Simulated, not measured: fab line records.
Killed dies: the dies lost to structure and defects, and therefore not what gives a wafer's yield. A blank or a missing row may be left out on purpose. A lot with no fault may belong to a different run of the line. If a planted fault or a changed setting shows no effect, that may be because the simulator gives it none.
fab line records	flow n5-finfet
record lots=24	wafers=72	last-day=18
route steps=1938 shown BEOL_M7@1317 BEOL_M8@1350 BEOL_M9@1415
lots that met no fault: taken from a fault-free run of the same line
start-h: hours from the record's opening day to when the first of the lot's shown wafers began	wait-h: how many hours have passed since the lot's step before this one	" the same as in the row above	L1.1+2: several wafers, shown together as one row	- either no value or no given start	* or withheld: withheld	< > ~ a bound
route shown NAME@n: names a module that has steps shown in the file, with the first one's number in the route	usual: the fault-free wafers' mean and standard deviation	same: alike in all rows	chamber/n: place in a boat	sites: each site's reading	_std_site: standard deviation across them	_edge_site: the outer-site mean with the inner-site mean subtracted	radius-mm: for every site, how far away it sits from the centre of the wafer	mask NAME#n: copy n	behind: the tool/chamber that last shaped the wafer	hold: reason for holding the lot/hours on hold/outcome of the hold	device: transistor that didn't switch, given as n, p or np	end of line: the tests these same wafers got at the end of their route	step lacking rows: just its recipe	killed: the dies lost at the first sort to structure and to defects; this is not the yield of the wafer	map: the dies of a wafer, with x for killed, . for not killed, _ for no die there
set.NAME: setting as actually run; set.NAME@STEP: the setting as run at that earlier step	model.NAME: the simulator's own value behind a step, which no gauge read
route steps across a sampled set of lots; one table per step, one row per wafer
services: the hour from which a tool's chamber was out of use, counted from the record's first day as start-h (under 0 if before that day), plus the number of hours and why
## steps
# step N5_BEOL_M7_CURE_75
# recipe temp-c=370	time-s=120	ambient=DMADMS/He	material=SiCOH_lowk
# usual lamp-power-pct=52.31/0.057	wafer_temp_C_max=372.0/0.82
lot.wafer	tool	chamber	start-h	wait-h	lamp-power-pct	wafer_temp_C_max
L074.2	uv-cure-03	2	187.13	0.1	52.35	370.9
L074.4	"	2	"	"	52.33	371.6
L074.6	"	2	"	"	52.39	371.2
L075.1	uv-cure-01	1	214.17	0.0	52.37	372.6
L075.4	"	1	"	"	52.29	373.6
L075.6	"	1	"	"	52.27	372.8
L076.3	uv-cure-03	2	219.88	0.2	52.27	371.2
L076.5	"	2	"	"	52.25	371.4
L076.6	"	2	"	"	52.26	371.0
L077.2	uv-cure-01	2	220.98	0.1	52.30	371.6
L077.4	"	2	"	"	52.28	371.8
L077.5	"	2	"	"	52.39	372.2
L078.1	uv-cure-02	0	232.19	0.1	52.30	371.5
L078.3	"	0	"	"	52.40	371.3
L078.4	"	0	"	"	52.32	370.8
L079.1	uv-cure-01	1	244.19	0.0	52.26	373.2
L079.3	"	1	"	"	52.31	372.4
L079.4	"	1	"	"	52.35	373.6
L080.2	uv-cure-01	1	244.54	0.2	52.36	372.9
L080.3	"	1	"	"	52.24	372.6
L080.6	"	1	"	"	52.25	373.1
L082.4	uv-cure-01	0	250.10	0.2	52.30	373.1
L082.5	"	0	"	"	52.30	372.3
L082.6	"	0	"	"	52.27	374.1
L081.3	uv-cure-01	0	252.46	0.1	52.39	372.7
L081.5	"	0	"	"	52.34	372.8
L081.6	"	0	"	"	52.35	372.7
L085.2	uv-cure-02	1	252.88	0.1	52.29	372.6
L085.3	"	1	"	"	52.42	372.1
L085.5	"	1	"	"	52.33	372.3
L083.4	uv-cure-03	2	266.97	0.2	52.16	371.1
L083.5	"	2	"	"	52.35	372.2
L083.6	"	2	"	"	52.28	371.8
L084.3	uv-cure-01	0	271.57	0.1	52.24	372.1
L084.4	"	0	"	"	52.34	372.6
L084.5	"	0	"	"	52.38	372.3
L088.2	uv-cure-03	1	274.84	0.1	52.31	372.5
L088.4	"	1	"	"	52.26	372.3
L088.5	"	1	"	"	52.37	372.7
L086.1	uv-cure-02	0	275.05	0.0	52.35	370.7
L086.3	"	0	"	"	52.31	370.9
L086.5	"	0	"	"	52.34	370.8
L087.1	uv-cure-02	2	275.35	0.1	52.33	371.3
L087.3	"	2	"	"	52.30	371.2
L087.6	"	2	"	"	52.34	370.7
L089.4	uv-cure-02	1	294.04	0.5	52.30	372.1
L089.5	"	1	"	"	52.39	372.1
L089.6	"	1	"	"	52.36	372.4
L090.1	uv-cure-03	1	303.41	0.0	52.28	371.9
L090.3	"	1	"	"	52.30	372.4
L090.5	"	1	"	"	52.31	372.4
L091.3	uv-cure-02	2	310.15	0.1	52.32	371.0
L091.5	"	2	"	"	52.33	371.1
L091.6	"	2	"	"	52.40	370.9
L093.2	uv-cure-01	0	310.26	0.1	52.34	372.1
L093.3	"	0	"	"	52.33	372.3
L093.5	"	0	"	"	52.31	372.6
L094.1	uv-cure-03	2	316.85	0.0	52.15	371.0
L094.5	"	2	"	"	52.27	371.2
L094.6	"	2	"	"	52.39	372.2
L092.2	uv-cure-02	1	316.90	0.1	52.26	373.2
L092.3	"	1	"	"	52.25	373.5
L092.6	"	1	"	"	52.20	372.9
L095.1	uv-cure-01	2	351.41	0.0	52.37	372.5
L095.4	"	2	"	"	52.15	372.6
L095.5	"	2	"	"	52.25	371.5
L097.2	uv-cure-02	0	351.85	0.1	52.31	372.0
L097.3	"	0	"	"	52.35	371.4
L097.5	"	0	"	"	52.27	371.1
L096.1	uv-cure-02	2	353.64	0.0	52.22	371.1
L096.2	"	2	"	"	52.28	371.2
L096.5	"	2	"	"	52.33	370.8
# step N5_BEOL_M7_ALD_77
# recipe material=TaN	target-thk-a=20	temp-c=275	ald-precursor-family=PDMAT	ald-co-reactant=NH3	pressure-torr=3	carrier-flow-sccm=1500	pulse-time-s=2	purge-time-s=3	co-reactant-purge-time-s=2	co-reactant-pulse-time-s=3	ald-cycles=40	precursor-vessel-temp-c=75	precursor-vessel-pressure-torr=26.25	precursor-vessel-carrier-sccm=1000
# usual chamber-pressure-Torr=3.000/0.0065	heater-power-w=416/44	precursor-vessel-pressure-torr=26.25/0.049
lot.wafer	tool	chamber	start-h	wait-h	chamber-pressure-Torr	heater-power-w	precursor-vessel-pressure-torr
L074.2	ald-metal-03	3	187.62	0.1	3.004	451	26.31
L074.4	"	2	"	"	2.998	364	26.13
L074.6	"	3	"	"	3.011	444	26.29
L075.1	ald-metal-04	0	214.78	0.2	3.001	470	26.31
L075.4	"	0	"	"	2.995	466	26.28
L075.6	"	2	"	"	2.998	344	26.21
L076.3	ald-metal-01	1	220.43	0.0	2.998	368	26.25
L076.5	"	2	"	"	2.994	380	26.17
L076.6	"	3	"	"	3.010	405	26.30
L077.2	ald-metal-03	3	222.97	0.0	2.997	459	26.33
L077.4	"	1	"	"	2.999	460	26.23
L077.5	"	1	"	"	2.987	476	26.26
L078.1	ald-metal-03	0	232.78	0.1	3.003	428	26.23
L078.3	"	3	"	"	3.007	453	26.26
L078.4	"	2	"	"	2.992	360	26.23
L079.1	ald-metal-03	0	244.77	0.2	2.990	430	26.25
L079.3	"	1	"	"	3.004	470	26.25
L079.4	"	3	"	"	2.992	449	26.15
L080.2	ald-metal-04	3	245.72	0.0	2.999	451	26.26
L080.3	"	0	"	"	3.005	481	26.30
L080.6	"	0	"	"	3.006	473	26.22
L082.4	ald-metal-03	1	250.76	0.0	2.993	460	26.19
L082.5	"	3	"	"	2.996	455	26.23
L082.6	"	2	"	"	2.989	360	26.16
L081.3	ald-metal-01	1	253.42	0.2	3.001	370	26.20
L081.5	"	3	"	"	3.008	414	26.24
L081.6	"	0	"	"	3.003	407	26.27
L085.2	ald-metal-01	0	254.61	0.0	3.018	389	26.26
L085.3	"	2	"	"	2.998	370	26.20
L085.5	"	2	"	"	2.985	375	26.21
L083.4	ald-metal-04	3	267.57	0.1	3.001	457	26.26
L083.5	"	1	"	"	3.004	422	26.24
L083.6	"	2	"	"	3.000	349	26.41
L084.3	ald-metal-04	2	272.58	0.0	3.003	344	26.24
L084.4	"	3	"	"	2.996	456	26.28
L084.5	"	3	"	"	2.998	465	26.23
L088.2	ald-metal-04	1	275.47	0.1	2.999	427	26.27
L088.4	"	0	"	"	2.998	469	26.26
L088.5	"	1	"	"	2.994	423	26.26
L086.1	ald-metal-01	2	275.51	0.0	3.005	376	26.27
L086.3	"	0	"	"	3.000	413	26.18
L086.5	"	0	"	"	2.987	405	26.32
L087.1	ald-metal-01	1	275.81	0.0	3.000	370	26.27
L087.3	"	2	"	"	2.998	373	26.22
L087.6	"	1	"	"	3.005	354	26.24
L089.4	ald-metal-03	3	294.63	0.0	2.987	465	26.26
L089.5	"	1	"	"	2.996	473	26.28
L089.6	"	0	"	"	3.000	437	26.23
L090.1	ald-metal-04	1	304.06	0.1	3.007	421	26.16
L090.3	"	0	"	"	3.000	472	26.24
L090.5	"	2	"	"	3.003	348	26.28
L091.3	ald-metal-01	3	311.88	0.0	2.996	433	26.30
L091.5	"	2	"	"	2.998	366	26.27
L091.6	"	3	"	"	3.007	413	26.27
L093.2	ald-metal-04	3	312.06	0.1	3.003	452	26.25
L093.3	"	2	"	"	3.012	344	26.28
L093.5	"	3	"	"	3.004	464	26.23
L094.1	ald-metal-03	3	318.89	0.0	2.998	454	26.24
L094.5	"	2	"	"	3.004	368	26.22
L094.6	"	1	"	"	3.007	476	26.24
L092.2	ald-metal-04	2	318.97	0.1	2.996	344	26.19
L092.3	"	1	"	"	2.992	411	26.32
L092.6	"	3	"	"	3.004	456	26.16
L095.1	ald-metal-04	3	352.84	0.2	2.996	450	26.24
L095.4	"	0	"	"	3.009	471	26.23
L095.5	"	0	"	"	2.997	459	26.24
L097.2	ald-metal-03	0	353.30	0.0	2.996	423	26.26
L097.3	"	1	"	"	3.002	453	26.30
L097.5	"	2	"	"	2.990	366	26.30
L096.1	ald-metal-04	1	354.12	0.1	2.999	416	26.19
L096.2	"	3	"	"	3.006	453	26.24
L096.5	"	1	"	"	2.997	411	26.24
# step N5_BEOL_M8_ETCH_62
# recipe chemistry=N2/H2	target=SOC	target-depth-a=1100	overetch-a=220	mask-material=SiARC	temp-c=40	time-s=165	ion-energy-ev=200	pressure-mtorr=30	source-w=840	bias-w=150	n2-flow-sccm=200	h2-flow-sccm=200
# usual bias-w=149.9/0.46	drypump-motor-current-A=5.6/0.57	oes-product-au=0.69/0.077	rf-vpp-V=523.6/2.7	showerhead-plenum-p-Torr=2.54/0.098	throttle-valve-pct=17.79/0.27
lot.wafer	tool	chamber	start-h	wait-h	bias-w	drypump-motor-current-A	oes-product-au	rf-hours-counter-h	rf-vpp-V	showerhead-plenum-p-Torr	throttle-valve-pct
L074.2	rie-diel-06	1	191.41	0.0	151.0	4.9	0.64	157	521.4	2.44	18.06
L074.4	"	1	"	"	150.5	4.9	0.64	-	522.0	2.44	18.04
L074.6	"	3	"	"	149.6	5.4	0.59	-	520.7	2.43	18.33
L075.1	rie-diel-05	2	220.60	0.0	149.7	5.6	0.83	0	525.2	2.62	17.53
L075.4	"	2	"	"	149.9	5.5	0.83	-	526.1	2.62	17.51
L075.6	"	0	"	"	150.0	6.1	0.73	-	520.9	2.48	17.52
L076.3	rie-diel-06	3	228.31	0.0	149.3	5.5	0.58	240	519.2	2.43	18.36
L076.5	"	3	"	"	150.2	5.5	0.57	-	520.1	2.43	18.34
L076.6	"	2	"	"	149.9	6.6	0.83	-	529.3	2.72	17.55
L077.2	rie-diel-06	2	228.78	0.0	149.5	6.6	0.83	8	527.9	2.72	17.53
L077.4	"	2	"	"	148.9	6.6	0.83	-	529.2	2.72	17.55
L077.5	"	1	"	"	150.4	4.9	0.63	-	520.4	2.43	18.09
L078.1	rie-diel-01	2	238.75	0.0	149.8	6.5	0.69	89	525.9	2.56	17.30
L078.3	"	1	"	"	149.5	5.1	0.62	183	523.1	2.53	17.85
L078.4	"	3	"	"	150.3	5.2	0.80	12	522.1	2.51	17.70
L079.1	rie-diel-06	1	250.47	0.0	149.3	4.9	0.62	183	519.0	2.43	18.14
L079.3	"	0	"	"	150.4	5.6	0.64	183	524.0	2.53	17.78
L079.4	"	1	"	"	149.5	4.9	0.63	-	520.8	2.43	18.10
L080.2	rie-diel-01	3	250.75	0.0	149.9	5.3	0.79	17	521.6	2.51	17.68
L080.3	"	0	"	"	150.5	4.9	0.66	134	520.9	2.45	17.94
L080.6	"	0	"	"	149.8	4.9	0.66	-	520.3	2.45	17.93
L082.4	rie-diel-06	1	255.48	0.1	150.0	4.9	0.62	-	520.7	2.43	18.11
L082.5	"	1	"	"	149.4	4.9	0.62	-	520.6	2.43	18.13
L082.6	"	0	"	"	150.1	5.6	0.63	-	523.0	2.53	17.79
L081.3	rie-diel-01	2	260.98	0.0	149.8	6.4	0.67	97	522.8	2.55	17.29
L081.5	"	1	"	"	150.1	5.1	0.61	-	524.0	2.53	17.86
L081.6	"	2	"	"	150.0	6.4	0.68	-	523.8	2.55	17.30
L085.2	rie-diel-06	0	261.19	0.0	149.9	5.6	0.63	187	523.0	2.52	17.78
L085.3	"	1	"	"	149.8	4.9	0.62	188	520.7	2.43	18.12
L085.5	"	2	"	"	150.1	6.6	0.80	-	528.7	2.72	17.55
L083.4	rie-diel-01	0	272.06	0.0	149.9	4.9	0.65	143	521.3	2.45	17.95
L083.5	"	1	"	"	149.9	5.1	0.61	-	522.5	2.53	17.85
L083.6	"	2	"	"	150.4	6.4	0.67	-	522.1	2.55	17.31
L084.3	rie-diel-06	2	277.26	0.0	149.1	6.6	0.79	26	527.7	2.71	17.56
L084.4	"	0	"	"	150.3	5.6	0.63	194	523.9	2.52	17.81
L084.5	"	0	"	"	150.6	5.6	0.63	-	522.2	2.52	17.81
L088.2	rie-diel-01	1	280.09	0.0	149.9	5.1	0.61	197	522.6	2.53	17.85
L088.4	"	3	"	"	149.4	5.2	0.77	27	522.6	2.51	17.72
L088.5	"	3	"	"	149.6	5.2	0.77	-	523.0	2.51	17.71
L086.1	rie-diel-05	1	280.25	0.0	149.5	5.8	0.80	13	523.2	2.49	17.51
L086.3	"	3	"	"	150.2	6.1	0.58	239	527.8	2.61	18.22
L086.5	"	0	"	"	150.3	6.1	0.72	-	522.6	2.47	17.53
L087.1	rie-diel-05	2	280.55	0.0	149.9	5.5	0.76	23	525.5	2.61	17.55
L087.3	"	0	"	"	150.2	6.1	0.71	72	522.2	2.47	17.58
L087.6	"	1	"	"	150.5	5.8	0.81	-	521.6	2.49	17.51
L089.4	rie-diel-06	2	297.48	0.0	149.0	6.6	0.77	34	529.2	2.71	17.56
L089.5	"	1	"	"	150.1	4.9	0.61	-	520.6	2.42	18.16
L089.6	"	2	"	"	148.7	6.6	0.78	-	527.9	2.71	17.57
L090.1	rie-diel-06	2	308.22	0.0	150.0	6.6	0.77	38	527.9	2.71	17.59
L090.3	"	0	"	"	150.5	5.6	0.63	205	524.3	2.52	17.81
L090.5	"	0	"	"	150.4	5.6	0.62	-	523.4	2.52	17.83
L091.3	rie-diel-06	1	316.70	0.0	150.3	4.9	0.61	209	520.8	2.42	18.17
L091.5	"	0	"	"	149.7	5.6	0.63	-	522.1	2.52	17.83
L091.6	"	3	"	"	150.1	5.5	0.76	-	528.0	2.74	18.07
L093.2	rie-diel-06	1	316.96	0.0	149.7	4.9	0.61	209	519.9	2.42	18.17
L093.3	"	2	"	"	149.3	6.6	0.76	41	527.5	2.70	17.59
L093.5	"	3	"	"	149.9	5.4	0.75	-	528.9	2.74	18.08
L092.2	rie-diel-01	3	324.12	0.0	149.8	5.3	0.75	44	523.1	2.50	17.75
L092.3	"	1	"	"	150.0	5.1	0.60	212	521.6	2.52	17.90
L092.6	"	2	"	"	150.2	6.4	0.66	-	523.5	2.54	17.35
L094.1	rie-diel-05	2	324.37	0.0	150.4	5.5	0.75	39	526.2	2.60	17.58
L094.5	"	2	"	"	150.2	5.5	0.74	-	525.5	2.60	17.58
L094.6	"	1	"	"	150.4	5.8	0.78	-	521.2	2.48	17.54
L095.1	rie-diel-05	1	357.98	0.0	149.6	5.8	0.76	43	521.3	2.47	17.57
L095.4	"	0	"	"	150.1	6.1	0.68	103	522.8	2.46	17.60
L095.5	"	3	"	"	150.1	6.1	0.81	-	525.9	2.60	17.84
L097.2	rie-diel-05	1	358.23	0.0	149.8	5.7	0.75	44	522.6	2.47	17.58
L097.3	"	0	"	"	150.0	6.1	0.68	103	522.0	2.46	17.60
L097.5	"	0	"	"	150.2	6.1	0.68	-	522.7	2.46	17.62
L096.1	rie-diel-01	0	359.06	0.0	150.2	4.9	0.63	172	520.4	2.43	18.01
L096.2	"	1	"	"	149.8	5.1	0.59	223	523.0	2.51	17.91
L096.5	"	0	"	"	149.8	4.9	0.63	-	521.2	2.43	17.99
# step N5_BEOL_M8_CD_MEAS_18
# recipe pitch-nm=80	target-cd-nm=40
# usual cd-nm=39.9/0.56
lot.wafer	tool	chamber	start-h	wait-h	cd-nm
L074.2	cd-sem-02	-	191.78	0.1	39.9
L074.4	"	-	"	"	40.6
L074.6	"	-	"	"	39.5
L075.1	cd-sem-03	-	220.97	0.0	39.7
L075.4	"	-	"	"	40.3
L075.6	"	-	"	"	40.3
L076.3	cd-sem-03	-	228.72	0.1	39.9
L076.5	"	-	"	"	39.1
L076.6	"	-	"	"	40.1
L077.2	cd-sem-03	-	229.19	0.1	39.8
L077.4	"	-	"	"	39.4
L077.5	"	-	"	"	40.0
L078.1	cd-sem-01	-	239.21	0.0	39.4
L078.3	"	-	"	"	39.3
L078.4	"	-	"	"	40.0
L079.1	cd-sem-02	-	250.99	0.0	39.7
L079.3	"	-	"	"	40.1
L079.4	"	-	"	"	39.6
L080.2	cd-sem-01	-	251.16	0.1	40.0
L080.3	"	-	"	"	39.2
L080.6	"	-	"	"	40.2
L082.4	cd-sem-03	-	255.87	0.0	38.7
L082.5	"	-	"	"	39.9
L082.6	"	-	"	"	39.6
L081.3	cd-sem-01	-	261.35	0.1	40.7
L081.5	"	-	"	"	40.1
L081.6	"	-	"	"	40.7
L085.2	cd-sem-02	-	261.56	0.1	39.5
L085.3	"	-	"	"	40.3
L085.5	"	-	"	"	40.2
L083.4	cd-sem-01	-	272.53	0.1	39.9
L083.5	"	-	"	"	37.9
L083.6	"	-	"	"	40.0
L084.3	cd-sem-02	-	277.64	0.1	40.4
L084.4	"	-	"	"	40.5
L084.5	"	-	"	"	39.8
L088.2	cd-sem-01	-	280.49	0.1	39.1
L088.4	"	-	"	"	40.0
L088.5	"	-	"	"	40.5
L086.1	cd-sem-01	-	280.71	0.0	39.0
L086.3	"	-	"	"	39.4
L086.5	"	-	"	"	39.1
L087.1	cd-sem-01	-	280.93	0.0	39.7
L087.3	"	-	"	"	39.9
L087.6	"	-	"	"	40.5
L089.4	cd-sem-02	-	297.85	0.1	40.0
L089.5	"	-	"	"	40.5
L089.6	"	-	"	"	40.3
L090.1	cd-sem-01	-	308.93	0.1	40.1
L090.3	"	-	"	"	39.5
L090.5	"	-	"	"	39.1
L091.3	cd-sem-02	-	317.08	0.1	41.2
L091.5	"	-	"	"	40.0
L091.6	"	-	"	"	39.8
L093.2	cd-sem-02	-	317.33	0.1	40.4
L093.3	"	-	"	"	40.4
L093.5	"	-	"	"	40.0
L092.2	cd-sem-01	-	324.61	0.1	41.1
L092.3	"	-	"	"	39.6
L092.6	"	-	"	"	40.2
L094.1	cd-sem-01	-	324.93	0.0	39.0
L094.5	"	-	"	"	38.9
L094.6	"	-	"	"	39.0
L095.1	cd-sem-01	-	358.41	0.0	40.3
L095.4	"	-	"	"	39.6
L095.5	"	-	"	"	40.3
L097.2	cd-sem-01	-	358.62	0.1	39.9
L097.3	"	-	"	"	39.8
L097.5	"	-	"	"	40.0
L096.1	cd-sem-03	-	359.43	0.0	40.6
L096.2	"	-	"	"	39.3
L096.5	"	-	"	"	40.1
# step N5_BEOL_M8_CURE_75
# recipe temp-c=370	time-s=120	ambient=DMADMS/He	material=SiCOH_lowk
# usual lamp-power-pct=52.32/0.054	wafer_temp_C_max=372.1/0.77
lot.wafer	tool	chamber	start-h	wait-h	lamp-power-pct	wafer_temp_C_max
L074.2	uv-cure-02	2	194.55	0.2	52.29	371.1
L074.4	"	2	"	"	52.35	371.0
L074.6	"	2	"	"	52.33	370.7
L075.1	uv-cure-02	1	222.96	0.0	52.23	371.7
L075.4	"	1	"	"	52.33	372.1
L075.6	"	1	"	"	52.34	371.6
L076.3	uv-cure-01	1	232.00	0.1	52.36	372.8
L076.5	"	1	"	"	52.21	373.3
L076.6	"	1	"	"	52.34	373.2
L077.2	uv-cure-02	2	232.54	0.2	52.42	371.3
L077.4	"	2	"	"	52.34	371.0
L077.5	"	2	"	"	52.34	371.0
L078.1	uv-cure-01	0	241.51	0.0	52.31	373.4
L078.3	"	0	"	"	52.46	373.0
L078.4	"	0	"	"	52.32	373.5
L079.1	uv-cure-02	2	252.23	0.0	52.36	370.5
L079.3	"	2	"	"	52.29	370.6
L079.4	"	2	"	"	52.30	370.9
L080.2	uv-cure-02	1	252.58	0.2	52.26	372.8
L080.3	"	1	"	"	52.30	372.7
L080.6	"	1	"	"	52.30	371.6
L082.4	uv-cure-01	2	260.35	0.2	52.33	372.4
L082.5	"	2	"	"	52.36	372.3
L082.6	"	2	"	"	52.41	371.9
L085.2	uv-cure-03	2	264.73	0.1	52.37	371.6
L085.3	"	2	"	"	52.39	371.4
L085.5	"	2	"	"	52.23	371.5
L081.3	uv-cure-01	0	265.08	0.1	52.30	372.5
L081.5	"	0	"	"	52.29	373.0
L081.6	"	0	"	"	52.35	372.6
L083.4	uv-cure-01	0	275.30	0.2	52.30	372.5
L083.5	"	0	"	"	52.33	372.3
L083.6	"	0	"	"	52.25	372.5
L084.3	uv-cure-03	2	279.29	0.1	52.27	371.3
L084.4	"	2	"	"	52.26	371.2
L084.5	"	2	"	"	52.29	371.6
L087.1	uv-cure-03	0	283.54	0.5	52.43	373.0
L087.3	"	0	"	"	52.30	372.5
L087.6	"	0	"	"	52.26	372.5
L088.2	uv-cure-02	2	283.86	0.6	52.32	370.8
L088.4	"	2	"	"	52.40	370.8
L088.5	"	2	"	"	52.28	371.1
L086.1	uv-cure-02	1	284.11	0.7	52.24	373.1
L086.3	"	1	"	"	52.39	372.5
L086.5	"	1	"	"	52.31	372.5
L089.4	uv-cure-01	0	300.17	0.2	52.39	371.8
L089.5	"	0	"	"	52.30	372.1
L089.6	"	0	"	"	52.33	372.4
L090.1	uv-cure-01	1	312.98	0.0	52.23	372.8
L090.3	"	1	"	"	52.32	373.3
L090.5	"	1	"	"	52.31	372.1
L093.2	uv-cure-02	1	319.37	0.1	52.32	372.3
L093.3	"	1	"	"	52.35	372.0
L093.5	"	1	"	"	52.37	373.1
L091.3	uv-cure-03	1	319.46	0.1	52.28	372.3
L091.5	"	1	"	"	52.41	371.7
L091.6	"	1	"	"	52.30	372.3
L092.2	uv-cure-03	2	328.88	0.2	52.36	371.6
L092.3	"	2	"	"	52.34	371.8
L092.6	"	2	"	"	52.31	372.0
L094.1	uv-cure-01	0	329.30	0.2	52.30	372.5
L094.5	"	0	"	"	52.37	372.4
L094.6	"	0	"	"	52.45	373.3
L095.1	uv-cure-03	1	359.70	0.0	52.37	373.3
L095.4	"	1	"	"	52.27	372.2
L095.5	"	1	"	"	52.38	371.7
L097.2	uv-cure-03	2	361.26	0.1	52.35	371.8
L097.3	"	2	"	"	52.24	371.8
L097.5	"	2	"	"	52.35	371.7
L096.1	uv-cure-02	2	361.82	0.0	52.34	370.7
L096.2	"	2	"	"	52.17	371.2
L096.5	"	2	"	"	52.34	370.8
# step N5_BEOL_M9_OVL_MEAS_12
# recipe points-per-wafer=44
# usual M9_OVL=-0.3/0.78
lot.wafer	tool	chamber	start-h	wait-h	M9_OVL[nm]
L074.2	overlay-02	0	199.31	0.0	0.0
L074.4	"	0	"	"	0.4
L074.6	"	0	"	"	0.7
L075.1	overlay-02	0	228.87	0.0	-0.4
L075.4	"	0	"	"	0.5
L075.6	"	0	"	"	0.5
L076.3	overlay-01	0	238.59	0.0	-0.7
L076.5	"	0	"	"	-1.4
L076.6	"	0	"	"	-1.0
L077.2	overlay-02	0	238.84	0.0	-1.5
L077.4	"	0	"	"	-1.6
L077.5	"	0	"	"	-1.0
L078.1	overlay-01	0	244.90	0.0	-0.5
L078.3	"	0	"	"	-0.8
L078.4	"	0	"	"	1.6
L079.1	overlay-01	0	260.89	0.0	-0.1
L079.3	"	0	"	"	1.4
L079.4	"	0	"	"	-0.6
L080.2	overlay-01	0	261.12	0.1	-0.6
L080.3	"	0	"	"	-0.4
L080.6	"	0	"	"	-0.9
L082.4	overlay-02	0	264.48	0.0	0.3
L082.5	"	0	"	"	0.0
L082.6	"	0	"	"	0.1
L085.2	overlay-01	0	269.17	0.0	0.5
L085.3	"	0	"	"	0.9
L085.5	"	0	"	"	0.2
L081.3	overlay-02	0	271.28	0.0	-0.5
L081.5	"	0	"	"	0.3
L081.6	"	0	"	"	1.0
L083.4	overlay-02	0	280.14	0.0	-1.1
L083.5	"	0	"	"	-0.1
L083.6	"	0	"	"	0.1
L084.3	overlay-01	0	283.73	0.0	0.3
L084.4	"	0	"	"	-0.6
L084.5	"	0	"	"	-0.1
L087.1	overlay-02	0	292.18	0.1	-1.4
L087.3	"	0	"	"	-1.1
L087.6	"	0	"	"	0.2
L088.2	overlay-02	0	292.34	0.0	-1.3
L088.4	"	0	"	"	-0.5
L088.5	"	0	"	"	0.1
L086.1	overlay-02	0	292.51	0.0	-1.9
L086.3	"	0	"	"	-1.8
L086.5	"	0	"	"	-0.4
L089.4	overlay-02	0	304.67	0.0	0.1
L089.5	"	0	"	"	-0.3
L089.6	"	0	"	"	-0.6
L090.1	overlay-01	0	319.44	0.0	0.0
L090.3	"	0	"	"	-1.3
L090.5	"	0	"	"	-0.9
L093.2	overlay-02	0	324.08	0.0	-1.4
L093.3	"	0	"	"	-0.2
L093.5	"	0	"	"	0.3
L091.3	overlay-01	0	324.12	0.0	0.0
L091.5	"	0	"	"	-0.1
L091.6	"	0	"	"	0.8
L092.2	overlay-02	0	336.14	0.0	-0.8
L092.3	"	0	"	"	0.1
L092.6	"	0	"	"	-0.6
L094.1	overlay-02	0	341.43	0.0	-1.4
L094.5	"	0	"	"	-1.6
L094.6	"	0	"	"	0.3
L095.1	overlay-01	0	364.75	0.0	-0.6
L095.4	"	0	"	"	0.5
L095.5	"	0	"	"	-0.5
L097.2	overlay-02	0	367.98	0.0	-1.8
L097.3	"	0	"	"	-0.3
L097.5	"	0	"	"	-1.1
L096.1	overlay-01	0	368.14	0.0	0.3
L096.2	"	0	"	"	-0.7
L096.5	"	0	"	"	-0.1
## services
tool	chamber	start-h	hours	kind
rie-diel-01	1	164.18	2.6	repair
ald-metal-01	1	165.80	31.0	repair
uv-cure-01	-	170.01	0.6	repair
uv-cure-03	-	180.91	3.4	pm
ald-metal-04	0	182.77	30.8	repair
ald-metal-03	0	183.65	27.2	repair
rie-diel-06	2	186.97	-	clean
rie-diel-06	2	186.97	-	consumable-replace:focus-ring
rie-diel-06	2	186.97	-	consumable-replace:showerhead
ald-metal-04	2	188.80	22.7	repair
uv-cure-03	-	190.25	5.0	pm
ald-metal-04	3	197.15	26.5	repair
rie-diel-05	-	220.37	0.1	repair
rie-diel-05	-	242.12	2.8	pm
rie-diel-05	0	249.32	13.7	repair
uv-cure-03	-	256.83	2.1	pm
rie-diel-01	1	266.36	5.0	repair
ald-metal-03	-	320.93	14.6	pm
rie-diel-06	-	323.83	2.8	pm
uv-cure-02	-	325.66	7.5	pm
ald-metal-03	-	337.25	14.0	pm
uv-cure-03	-	340.72	1.1	repair
uv-cure-02	-	342.73	1.0	pm
rie-diel-06	1	353.19	3.7	repair
## key
fault none
